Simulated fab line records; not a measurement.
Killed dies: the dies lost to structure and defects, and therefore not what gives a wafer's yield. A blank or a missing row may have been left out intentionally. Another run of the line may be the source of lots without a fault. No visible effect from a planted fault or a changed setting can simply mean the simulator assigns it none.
fab line records	flow n5Finfet
record: lots: 5	wafers: 14	lastDay: 15
route steps=1938 shown BEOL_M8@1392 BEOL_M9@1401 PASSIVATION@1936
lots that met no fault: taken from a fault-free run of the same line
startH: the number of hours between the record's first day and the start of the first shown wafer of the lot	waitH: how many hours have passed since the lot's step before this one	" the same as in the row above	L1.1+2: a single row standing in for several wafers	- no value present, or no start provided	* or withheld: withheld	< > ~ a bound
route shown NAME@n: a module of which the file shows steps, and the number in the route of the first	usual: mean and standard deviation over wafers with no fault	same: alike in all rows	chamber/n: place in a boat	sites: each site's reading	_std_site: standard deviation across them	_edge_site: inner sites' mean taken away from outer sites' mean	radiusMm: how far each site lies from the wafer's centre	mask NAME#n: copy n	behind: the most recent tool/chamber to have shaped the wafer	hold: why the lot went on hold/how many hours it stayed there/how the hold came to an end	device: whichever transistor did not switch (one of n, p or np)	end of line: tests run on the same wafers once the route is complete	a step with no rows: only its recipe	killed: dies lost to structure and defects at the first sort, not the wafer's yield	map: a wafer's dies, marking killed ones x, the rest . and places with no die _
set.NAME: the setting as run; set.NAME@STEP: as run at that earlier step	model.NAME: the simulator's own value behind a step, which no gauge read
lots at selected steps of the route; one table per step, one row per wafer
services: a tool's chamber out of use, with start hour (startH, from the record's first day; less than 0 if before it), hours out, and reason
== steps ==
step: N5_BEOL_M8_SPUTTER_48
recipe: material: Cu	targetThkA: 100	tempC: -20	biasV: 60	powerW: 26000	chamberPressurePa: 0.13	timeS: 1.667
step: N5_BEOL_M8_ECD_50
recipe: material: Cu	targetThkA: 3000
step: N5_BEOL_M8_ANNEAL_51
recipe: tempC: 225	timeS: 90	ambient: N2
usual: wafer_temp_C_max: 226.5/0.33
lot.wafer	tool	chamber	startH	waitH	wafer_temp_C_max
L228.1	rtpAnneal-01	0	256.73	0.1	226.1
L228.4	"	0	"	"	226.8
L228.6	"	0	"	"	226.4
L232.2	rtpAnneal-02	0	268.19	0.7	226.2
L232.3	"	0	"	"	226.3
L232.6	"	0	"	"	226.2
L234.1	rtpAnneal-01	0	287.45	0.1	226.6
L234.2	"	0	"	"	226.1
L234.6	"	0	"	"	226.6
L235.1	rtpAnneal-01	0	287.74	0.1	226.0
L235.4	"	0	"	"	226.7
L235.6	"	0	"	"	226.2
L237.3	rtpAnneal-01	0	303.22	0.6	226.5
L237.4	"	0	"	"	226.3
step: N5_BEOL_M8_CMP_52
recipe: stopOn: SiCOH_lowk	tOverpolishS: 6.9	downForcePsi: 1	platenRpm: 50	clearingPlatenDownForcePsi: 1.5	clearingPlatenRpm: 50	postCmpClean: cuAlkaline	targetThkNm: 80	clearingPlatenPadVelocityMS: 0.99484	padVelocityMS: 0.99484
step: N5_BEOL_M8_THK_MEAS_53
recipe: thkMeasGauge: xrf	reads: Cu_of_BEOL_M8_ECD_50
usual: M8_THK: 80.8/2.2
lot.wafer	tool	chamber	startH	waitH	M8_THK[nm]
L228.1	filmMetro-01	-	257.33	-	82.1
L228.4	"	-	"	"	81.2
L228.6	"	-	"	"	82.1
L232.2	filmMetro-01	-	268.74	-	79.6
L232.3	"	-	"	"	80.5
L232.6	"	-	"	"	80.0
L234.1	filmMetro-01	-	288.04	-	79.2
L234.2	"	-	"	"	84.2
L234.6	"	-	"	"	81.1
L235.1	filmMetro-01	-	288.33	-	81.8
L235.4	"	-	"	"	79.3
L235.6	"	-	"	"	80.2
L237.3	filmMetro-01	-	303.72	-	77.9
L237.4	"	-	"	"	77.8
step: N5_BEOL_M8_PRE_CLEAN_55
recipe: gas: NH3	timeS: 15	tempC: withheld	rfPowerW: 300
step: N5_BEOL_M8_DEP_56
recipe: material: SiCN	targetThkA: 100	tempC: withheld	precursor: 3MS/NH3	pressureTorr: 3	rfW: 202	timeS: 17.5
usual: rfFwdPowerW: 199.8/1	showerheadPlenumPTorr: 3.670/0.016	throttleValvePct: 8.9/0.36
lot.wafer	tool	chamber	startH	waitH	rfFwdPowerW	showerheadPlenumPTorr	throttleValvePct
L228.1	pecvd-02	2	257.40	0.0	200.1	3.685	8.2
L228.4	"	1	"	"	200.7	3.695	9.4
L228.6	"	1	"	"	201.6	3.697	9.1
L232.2	pecvd-04	0	268.80	0.0	200.5	3.677	8.9
L232.3	"	2	"	"	198.0	3.640	8.7
L232.6	"	0	"	"	200.3	3.679	8.9
L234.1	pecvd-02	0	288.10	0.0	200.2	3.679	9.7
L234.2	"	1	"	"	200.5	3.688	9.3
L234.6	"	1	"	"	199.5	3.695	9.2
L235.1	pecvd-01	2	288.40	0.0	200.4	3.652	8.9
L235.4	"	0	"	"	201.0	3.664	9.5
L235.6	"	1	"	"	200.6	3.682	9.2
L237.3	pecvd-02	1	303.78	0.0	199.3	3.696	9.1
L237.4	"	1	"	"	199.1	3.687	9.2
step: N5_BEOL_M8_RS_MEAS_57
recipe: thkMeasGauge: four-point-probe	reads: Cu_of_BEOL_M8_ECD_50+Co_of_BEOL_M8_CVD_78+TaN_of_BEOL_M8_ALD_77
usual: M8_RS: 0.286/0.0087
lot.wafer	tool	chamber	startH	waitH	M8_RS[ohm/sq]
L228.1	filmMetro-01	-	257.49	0.1	0.282
L228.4	"	-	"	"	0.285
L228.6	"	-	"	"	0.280
L232.2	filmMetro-01	-	268.87	0.1	0.294
L232.3	"	-	"	"	0.289
L232.6	"	-	"	"	0.291
L234.1	filmMetro-01	-	288.17	0.1	0.290
L234.2	"	-	"	"	0.270
L234.6	"	-	"	"	0.285
L235.1	filmMetro-01	-	288.46	0.1	0.280
L235.4	"	-	"	"	0.288
L235.6	"	-	"	"	0.285
L237.3	filmMetro-01	-	303.85	0.1	0.297
L237.4	"	-	"	"	0.294
step: N5_BEOL_M8_INSPECT_58
recipe: inspectInstrument: darkfield	mode: postDep
usual: rawDefectCount: 77/25
lot.wafer	tool	chamber	startH	waitH	rawDefectCount
L228.1	defectInspect-02	-	257.51	0.0	48
L228.4	"	-	"	"	55
L228.6	"	-	"	"	75
L232.2	defectInspect-01	-	268.90	0.0	70
L232.3	"	-	"	"	91
L232.6	"	-	"	"	106
L234.1	defectInspect-02	-	288.20	0.0	46
L234.2	"	-	"	"	70
L234.6	"	-	"	"	46
L235.1	defectInspect-01	-	288.49	0.0	65
L235.4	"	-	"	"	54
L235.6	"	-	"	"	73
L237.3	defectInspect-02	-	303.88	0.0	95
L237.4	"	-	"	"	73
step: N5_BEOL_M9_ILD_DEP_00
recipe: material: SiCOH_lowk	targetThkA: 3085.1	tempC: 300	precursor: DEMS/porogen	pressureTorr: 5	rfW: 500	timeS: 58
step: N5_BEOL_M9_CURE_71
recipe: tempC: 385	timeS: 240	ambient: He/Ar	material: SiCOH_lowk
usual: lampPowerPct: 52.31/0.052	wafer_temp_C_max: 386.8/0.56
lot.wafer	tool	chamber	startH	waitH	lampPowerPct	wafer_temp_C_max
L228.1	uvCure-02	1	257.66	0.1	52.36	387.4
L228.4	"	1	"	"	52.33	387.8
L228.6	"	1	"	"	52.30	387.8
L232.2	uvCure-01	2	269.33	0.4	52.32	386.3
L232.3	"	2	"	"	52.32	386.7
L232.6	"	2	"	"	52.27	386.6
L234.1	uvCure-01	2	288.31	0.0	52.38	386.1
L234.2	"	2	"	"	52.31	387.3
L234.6	"	2	"	"	52.27	386.3
L235.1	uvCure-02	1	288.61	0.0	52.18	387.2
L235.4	"	1	"	"	52.31	388.2
L235.6	"	1	"	"	52.27	386.9
L237.3	uvCure-01	1	304.15	0.2	52.29	386.2
L237.4	"	1	"	"	52.36	387.2
step: N5_BEOL_M9_THK_MEAS_01
recipe: reads: SiCOH_lowk_of_BEOL_M9_ILD_DEP_00
usual: M9_ILD_THK: 268/3.3
lot.wafer	tool	chamber	startH	waitH	M9_ILD_THK[nm]
L228.1	filmMetro-01	-	258.17	0.4	265
L228.4	"	-	"	"	269
L228.6	"	-	"	"	269
L232.2	filmMetro-02	-	270.96	1.3	271
L232.3	"	-	"	"	268
L232.6	"	-	"	"	272
L235.1	filmMetro-02	-	289.12	0.4	264
L235.4	"	-	"	"	263
L235.6	"	-	"	"	269
L234.1	filmMetro-01	-	289.30	0.8	267
L234.2	"	-	"	"	266
L234.6	"	-	"	"	269
L237.3	filmMetro-02	-	304.51	0.3	268
L237.4	"	-	"	"	269
step: N5_BEOL_M9_PECVD_70
recipe: material: SiO2	targetThkA: 200	tempC: 400	precursor: TEOS/O2	pressureTorr: 5.5	rfW: 450	teosFlowSccm: 53.8	gas: O2	flowSccm: 3000	timeS: 22.7
usual: heaterPowerW: 721/100	rfFwdPowerW: 445.3/1.6	showerheadPlenumPTorr: 8.79/0.063	throttleValvePct: 22.1/0.65
lot.wafer	tool	chamber	startH	waitH	heaterPowerW	rfFwdPowerW	showerheadPlenumPTorr	throttleValvePct	model.SiO2_of_BEOL_M9_PECVD_70.thkNm
L228.1	pecvd-03	2	258.21	0.0	645	443.1	8.73	21.3	19.4
L228.4	"	2	"	"	642	444.2	8.75	21.2	19.6
L228.6	"	1	"	"	919	447.1	8.76	21.8	20
L232.2	pecvd-03	1	271.00	0.0	853	444.6	8.78	22.0	19.6
L232.3	"	2	"	"	608	447.2	8.72	21.3	19.6
L232.6	"	2	"	"	618	445.0	8.75	21.4	20
L235.1	pecvd-03	1	289.16	0.0	861	445.6	8.78	21.7	20
L235.4	"	0	"	"	676	443.7	8.86	23.0	20.2
L235.6	"	2	"	"	646	445.5	8.73	21.6	20
L234.1	pecvd-01	1	289.34	0.0	773	444.3	8.85	22.0	19.8
L234.2	"	0	"	"	636	445.2	8.77	22.8	19.2
L234.6	"	1	"	"	779	445.2	8.86	22.1	20.4
L237.3	pecvd-03	0	304.54	0.0	677	-	8.87	23.0	18.8
L237.4	"	0	"	"	670	443.8	8.88	22.9	20.4
step: N5_BEOL_M9_HM_DEP_02
recipe: material: TiN	targetThkA: 200	tempC: 25	chamberPressurePa: 0.49996
step: N5_BEOL_M9_COAT_59
recipe: resist: SOC	tempC: 250	timeS: 60	spinRpm: 1500	resistThkNm: 100
step: N5_BEOL_M9_COAT_60
recipe: resist: SiARC	tempC: 220	timeS: 60	spinRpm: 1500	resistThkNm: 30
step: N5_BEOL_M9_COAT_05
recipe: resist: CAR-ArF	spinRpm: 1500	resistThkNm: 90
step: N5_BEOL_M9_EBR_07
recipe: solvent: PGMEA	ebrWidthMm: 1.5
step: N5_BEOL_M9_SOFTBAKE_06
recipe: tempC: 110	timeS: 60	resist: CAR-ArF
step: N5_BEOL_M9_EXPOSE_08
recipe: maskId: M9	na: 1.35	sourceShape: dipole	sigmaInner: 0.411	sigmaOuter: 0.611	polarization: te	doseMj: 53.75
step: N5_BEOL_M9_PEB_09
recipe: pebTempC: withheld	pebTimeS: 60	resist: CAR-ArF
step: N5_BEOL_M9_DEVELOP_10
recipe: developTimeS: 30	developer: TMAH	resist: CAR-ArF	rinseLiquid: diw	dry: airSpin	devTempC: 23
step: N5_BEOL_M9_CD_MEAS_11
recipe: targetCdNm: 64.1	landingEnergyEv: 500	detector: seInlens	polarity: opening
usual: cdNm: 64.1/0.44
lot.wafer	tool	chamber	startH	waitH	cdNm
L228.1	cdSem-01	0	259.29	-	63.4
L228.4	"	0	"	"	62.8
L228.6	"	0	"	"	63.8
L232.2	cdSem-02	0	272.59	-	64.3
L232.3	"	0	"	"	64.2
L232.6	"	0	"	"	64.1
L235.1	cdSem-03	0	290.17	-	64.3
L235.4	"	0	"	"	63.2
L235.6	"	0	"	"	63.8
L234.1	cdSem-03	0	290.33	-	64.0
L234.2	"	0	"	"	64.3
L234.6	"	0	"	"	63.6
L237.3	cdSem-03	0	306.22	-	64.0
L237.4	"	0	"	"	64.4
step: N5_BEOL_M9_OVL_MEAS_12
recipe: pointsPerWafer: 44
usual: M9_OVL: 0.5/0.73
lot.wafer	tool	chamber	startH	waitH	M9_OVL[nm]
L228.1	overlay-02	0	259.32	0.0	-0.1
L228.4	"	0	"	"	1.3
L228.6	"	0	"	"	0.5
L232.2	overlay-01	0	272.62	0.0	0.0
L232.3	"	0	"	"	0.7
L232.6	"	0	"	"	0.6
L235.1	overlay-02	0	290.20	0.0	0.9
L235.4	"	0	"	"	1.4
L235.6	"	0	"	"	-0.2
L234.1	overlay-02	0	290.36	0.0	0.9
L234.2	"	0	"	"	0.5
L234.6	"	0	"	"	-0.1
L237.3	overlay-02	0	306.25	0.0	0.5
L237.4	"	0	"	"	1.3
step: N5_BEOL_M9_INSPECT_13
recipe: mode: adi	inspectInstrument: brightfield
usual: rawDefectCount: 403/88
lot.wafer	tool	chamber	startH	waitH	rawDefectCount
L228.1	defectInspect-01	-	259.34	0.0	293
L228.4	"	-	"	"	466
L228.6	"	-	"	"	435
L232.2	defectInspect-02	-	272.65	0.0	484
L232.3	"	-	"	"	490
L232.6	"	-	"	"	508
L235.1	defectInspect-01	-	290.22	0.0	463
L235.4	"	-	"	"	543
L235.6	"	-	"	"	422
L234.1	defectInspect-02	-	290.38	0.0	278
L234.2	"	-	"	"	227
L234.6	"	-	"	"	279
L237.3	defectInspect-02	-	306.27	0.0	428
L237.4	"	-	"	"	404
step: N5_BEOL_M9_DESCUM_16
recipe: chemistry: O2	timeS: 7.9	sourcePowerW: 50	biasPowerW: 20	pressureMtorr: 20	rfFrequencyHz: 2.712e+07	tempC: 40	resist: CAR-ArF	o2FlowSccm: 225
step: N5_BEOL_M9_ETCH_61
recipe: chemistry: CF4	target: SiARC	targetDepthA: 390	maskMaterial: CAR-ArF	timeS: 65	ionEnergyEv: 80	pressureMtorr: 40	sourceW: 545	biasW: 36	Ar_flow_sccm: 100	cf4FlowSccm: 100	ends: cleared
step: N5_BEOL_M9_ETCH_62
recipe: chemistry: N2/H2	target: SOC	targetDepthA: 1100	overetchA: 220	maskMaterial: SiARC	tempC: 40	timeS: 165	ionEnergyEv: 200	pressureMtorr: 30	sourceW: 840	biasW: 150	n2FlowSccm: 200	h2FlowSccm: 200
step: N5_BEOL_M9_STRIP_68
recipe: chemistry: N2/H2	tempC: 40	n2FlowSccm: 200	h2FlowSccm: 200	rfFrequencyHz: 6e+07
step: N5_BEOL_M9_STRIP_67
recipe: chemistry: CF4	resist: SiARC	powerW: 300	biasPowerW: 75	pressureMtorr: 50	cf4FlowSccm: 150	rfFrequencyHz: 6e+07
usual: drypumpMotorCurrentA: 5.41/0.29	oesProductAu: 0.80/0.095	rfVppV: 271.4/1.3	showerheadPlenumPTorr: 1.81/0.044	throttleValvePct: 13.52/0.25
lot.wafer	tool	chamber	startH	waitH	drypumpMotorCurrentA	oesProductAu	rfHoursCounterH	rfVppV	showerheadPlenumPTorr	throttleValvePct
L228.1	rieDiel-05	2	259.76	0.0	5.70	0.89	30	272.6	1.82	13.18
L228.4	"	3	"	"	5.29	0.71	185	270.6	1.77	13.63
L228.6	"	0	"	"	5.02	0.95	-	272.4	1.83	13.47
L232.2	rieDiel-06	0	273.02	0.0	5.09	0.72	179	271.7	1.84	13.55
L232.3	"	1	"	"	5.44	0.88	24	271.0	1.83	13.35
L232.6	"	0	"	"	5.10	0.71	-	272.7	1.84	13.55
L235.1	rieDiel-06	3	290.49	0.0	5.32	0.70	200	269.9	1.79	13.87
L235.4	"	2	"	"	5.90	0.72	-	268.7	1.78	14.02
L235.6	"	3	"	"	5.34	0.69	-	271.6	1.79	13.86
L234.1	rieDiel-05	2	290.78	0.0	5.71	0.87	39	271.6	1.81	13.20
L234.2	"	1	"	"	5.47	0.86	58	269.9	1.75	13.17
L234.6	"	0	"	"	5.01	0.93	-	271.2	1.83	13.48
L237.3	rieDiel-06	1	306.54	0.0	5.44	0.87	34	270.3	1.82	13.35
L237.4	"	3	"	"	5.31	0.70	206	271.1	1.79	13.89
step: N5_BEOL_M9_HM_OPEN_17
recipe: chemistry: Cl2/BCl3	targetDepthA: 200	overetchA: 60	target: TiN	maskMaterial: SOC	ionEnergyEv: 150	pressureMtorr: 10	icpW: 1000	biasW: 126	Cl2_flow_sccm: 53.25	bcl3FlowSccm: 21.75	Ar_flow_sccm: 25
step: N5_BEOL_M9_STRIP_19
recipe: chemistry: O2	powerW: 400	tempC: 40	pressureMtorr: 30	rfFrequencyHz: 6e+07	biasPowerW: 0	overashFraction: 0.2	o2FlowSccm: 225
usual: drypumpMotorCurrentA: 5.41/0.29	oesProductAu: 0.80/0.1	rfVppV: 3.6/0.58	showerheadPlenumPTorr: 2.11/0.052	throttleValvePct: 16.62/0.23
lot.wafer	tool	chamber	startH	waitH	drypumpMotorCurrentA	oesProductAu	rfHoursCounterH	rfVppV	showerheadPlenumPTorr	throttleValvePct
L228.1	rieDiel-06	0	260.01	0.2	5.08	0.72	176	3.8	2.19	16.71
L228.4	"	3	"	"	5.33	0.69	192	3.3	2.09	16.90
L228.6	"	0	"	"	5.08	0.72	-	3.0	2.19	16.70
L232.2	rieDiel-03	1	273.18	0.1	5.28	0.77	88	3.3	2.21	16.63
L232.3	"	3	"	"	5.19	0.95	7	4.2	2.13	16.44
L232.6	"	0	"	"	5.94	0.70	-	2.4	2.07	16.51
L235.1	rieDiel-03	1	290.83	0.3	5.28	0.77	95	3.3	2.21	16.66
L235.4	"	0	"	"	5.95	0.69	227	3.9	2.07	16.56
L235.6	"	2	"	"	5.24	0.91	-	4.4	2.07	16.46
L234.1	rieDiel-06	3	290.93	0.1	5.30	0.69	200	3.5	2.08	16.92
L234.2	"	1	"	"	5.43	0.89	29	3.3	2.13	16.37
L234.6	"	2	"	"	5.88	0.73	-	3.3	2.08	17.08
L237.3	rieDiel-03	1	306.69	0.1	5.28	0.77	99	3.5	2.21	16.67
L237.4	"	0	"	"	5.91	0.68	232	4.7	2.07	16.53
step: N5_BEOL_M9_CD_MEAS_18
recipe: pitchNm: 140	targetCdNm: 70
usual: cdNm: 70.0/0.54
lot.wafer	tool	chamber	startH	waitH	cdNm
L228.1	cdSem-02	-	260.08	0.1	69.7
L228.4	"	-	"	"	69.7
L228.6	"	-	"	"	70.7
L232.2	cdSem-02	-	273.25	0.1	70.3
L232.3	"	-	"	"	70.2
L232.6	"	-	"	"	69.7
L235.1	cdSem-03	-	290.91	0.1	69.5
L235.4	"	-	"	"	68.5
L235.6	"	-	"	"	68.9
L234.1	cdSem-03	-	291.02	0.1	70.1
L234.2	"	-	"	"	70.2
L234.6	"	-	"	"	70.2
L237.3	cdSem-03	-	306.77	0.1	71.3
L237.4	"	-	"	"	70.0
step: N5_BEOL_M9_COAT_63
recipe: resist: SOC	tempC: 250	timeS: 60	spinRpm: 1500	resistThkNm: 60
step: N5_BEOL_M9_COAT_64
recipe: resist: SiARC	tempC: 220	timeS: 60	spinRpm: 1500	resistThkNm: 12
step: N5_BEOL_M9_COAT_75
recipe: resist: underlayer	tempC: 205	timeS: 60	spinRpm: 1500	resistThkNm: 5
step: N5_BEOL_M9_COAT_22
recipe: resist: CAR-EUV	spinRpm: 1500	resistThkNm: 30
step: N5_BEOL_M9_EBR_24
recipe: solvent: PGMEA	ebrWidthMm: 1.5
step: N5_BEOL_M9_SOFTBAKE_23
recipe: tempC: 110	timeS: 60	resist: CAR-EUV
step: N5_BEOL_M9_EXPOSE_25
recipe: maskId: V8	na: 0.33	sourceShape: annular	sigmaInner: 0.4	sigmaOuter: 0.8	polarization: unpolarized	doseMj: 37.25
step: N5_BEOL_M9_PEB_26
recipe: pebTempC: 100	pebTimeS: 60	resist: CAR-EUV
step: N5_BEOL_M9_DEVELOP_27
recipe: developTimeS: 30	developer: TMAH	resist: CAR-EUV	rinseLiquid: surfactantRinse	dry: airSpin	devTempC: 23
step: N5_BEOL_M9_HM_STRIP_39
recipe: chemistry: peroxideTinStrip	material: TiN	targetDepthA: 250	tempC: 50	timeS: 158
lot.wafer	tool	chamber	startH	waitH	model.SiO2_of_BEOL_M9_PECVD_70.thkNm
L228.1	wetBench-05	5	264.26	0.0	19.2
L228.4	"	7	"	"	19.6
L228.6	"	2	"	"	19.8
L232.2+3	wetBench-03	7,6	275.72	0.0	19.4
L232.6	"	0	"	"	19.8
L235.1+6	wetBench-02	2,1	292.67	0.0	19.8
L235.4	"	5	"	"	20
L234.1	wetBench-02	3	293.41	0.0	19.8
L234.2	"	0	"	"	19.2
L234.6	"	1	"	"	20.2
L237.3	wetBench-02	5	309.54	0.0	18.6
L237.4	"	1	"	"	20.2
step: N5_BEOL_M9_CMP_52
recipe: stopOn: SiCOH_lowk	tOverpolishS: 7	downForcePsi: 1	platenRpm: 50	clearingPlatenDownForcePsi: 1.5	clearingPlatenRpm: 50	postCmpClean: cuAlkaline	targetThkNm: 140	clearingPlatenPadVelocityMS: 0.99484	padVelocityMS: 0.99484
usual: barrierFieldEndpointS: 28.9/0.64	motorCurrentA: 6.2/0.58
lot.wafer	tool	chamber	startH	waitH	barrierFieldEndpointS	motorCurrentA
L228.4	cmp-01	2	267.92	0.1	29.6	6.4
L228.1	"	0	"	"	29.4	6.4
L228.6	"	3	"	"	29.5	5.8
L232.3	cmp-01	3	279.00	0.2	28.8	5.6
L232.2	"	0	"	"	29.4	6.8
L232.6	"	0	"	"	29.0	6.7
L235.4	cmp-01	1	296.44	0.1	30.1	5.9
L235.1	"	0	"	"	28.4	7.0
L235.6	"	2	"	"	29.0	6.1
L234.2	cmp-02	1	297.82	0.2	28.3	6.8
L234.1	"	2	"	"	28.7	7.2
L234.6	"	2	"	"	30.1	7.0
L237.3	cmp-01	3	311.46	0.2	26.4	5.5
L237.4	"	0	"	"	28.8	6.8
step: N5_PASSIVATION_PROBE_49
usual: defectLimitedYield: 91.3/1.4	killed_at_M0_to_M3: 36/11	killed_at_M4_up: 13/5.2	killedAtContacts: 13/6.5	killedAtFrontEnd: 37/11	killedAtOther: 3.6/2.9	killedDies: 103/17	killedOpen: 68/12	killedShort: 33/7.3	sort_bin_5_function: 5.2/0.91	sort_bin_6_memory: 3.2/0.67	sortNPass: 1077/17	sortYieldPct: 91.3/1.4
same: grossDies: 1180	killedAtBackSide: 0	sort_bin_4_leakage[%]: 0	sort_bin_8_speed[%]: 0
lot.wafer	tool	chamber	startH	waitH	defectLimitedYield[%]	killed_at_M0_to_M3	killed_at_M4_up	killedAtContacts	killedAtFrontEnd	killedAtOther	killedDies	killedOpen	killedShort	sort_bin_5_function[%]	sort_bin_6_memory[%]	sortNPass	sortYieldPct[%]
L237.3	prober-02	-	367.22	0.1	91.0	35	11	8	40	12	106	70	34	5.3	3.1	1074	91.0
killed by level:class
L237.3 FIN_SAQP:geometricParticle:open=8 GATE_CUT:geometricParticle:open=7 BEOL_M2:geometricParticle:open=7 STI_FIN_REVEAL:geometricParticle:open=6 MOL_CONTACT_COAG:geometricParticle:open=5 BEOL_M0_SAQP:geometricParticle:open=5 BEOL_M3:geometricParticle:open=5 FIN_SAQP:geometricParticle:short=4
== services ==
tool	chamber	startH	hours	kind
cmp-01	-	245.83	6.2	pm
rieDiel-03	2	249.30	-	clean
rieDiel-03	2	249.30	-	consumableReplace:focusRing
rieDiel-03	2	249.30	16.8	scheduledDown
rieDiel-03	2	249.30	16.8	ventCycle
rieDiel-03	-	252.99	2.8	pm
pecvd-02	0	254.05	5.5	scheduledDown
rieDiel-03	3	257.10	10.3	repair
pecvd-02	2	259.51	2.1	scheduledDown
pecvd-01	-	261.97	1.2	repair
rtpAnneal-01	-	262.45	4.9	pm
uvCure-02	-	263.93	0.6	repair
wetBench-02	-	266.45	4.4	pm
pecvd-04	1	274.60	19.2	repair
rieDiel-03	0	275.51	4.4	repair
cmp-01	-	279.23	5.3	pm
rieDiel-03	-	281.98	0.1	repair
pecvd-03	1	283.41	2.1	scheduledDown
pecvd-02	0	285.39	2.1	scheduledDown
rieDiel-06	0	287.29	12.3	repair
wetBench-03	-	291.96	0.5	repair
rieDiel-05	2	295.07	17.0	repair
uvCure-02	-	296.25	4.3	repair
== key ==
firstSign: step: N5_BEOL_M9_CMP_52	reading: barrierFieldEndpointS	direction: down	sigmas: 4	usual: 28.9	struck: 26.4
effect none on later readings
modelEffect: step: N5_BEOL_M9_PECVD_70	value: SiO2_of_BEOL_M9_PECVD_70.thkNm	without: 20.2	struck: 18.8
modelEffect: step: N5_BEOL_M9_HM_STRIP_39	value: SiO2_of_BEOL_M9_PECVD_70.thkNm	without: 20.2	struck: 18.6
metAt N5_BEOL_M9_PECVD_70
struckWafers L237.3
onsetBetween 289.16 304.54
fault: kind: processParameterDrift	tool: pecvd-03	chamber: -	onsetH: 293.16	steps: N5_BEOL_M9_PECVD_70	channel: timeS	offset: *	shape: step	endH: 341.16	scope: struckWafersOnly	actsIn: *	stated: *
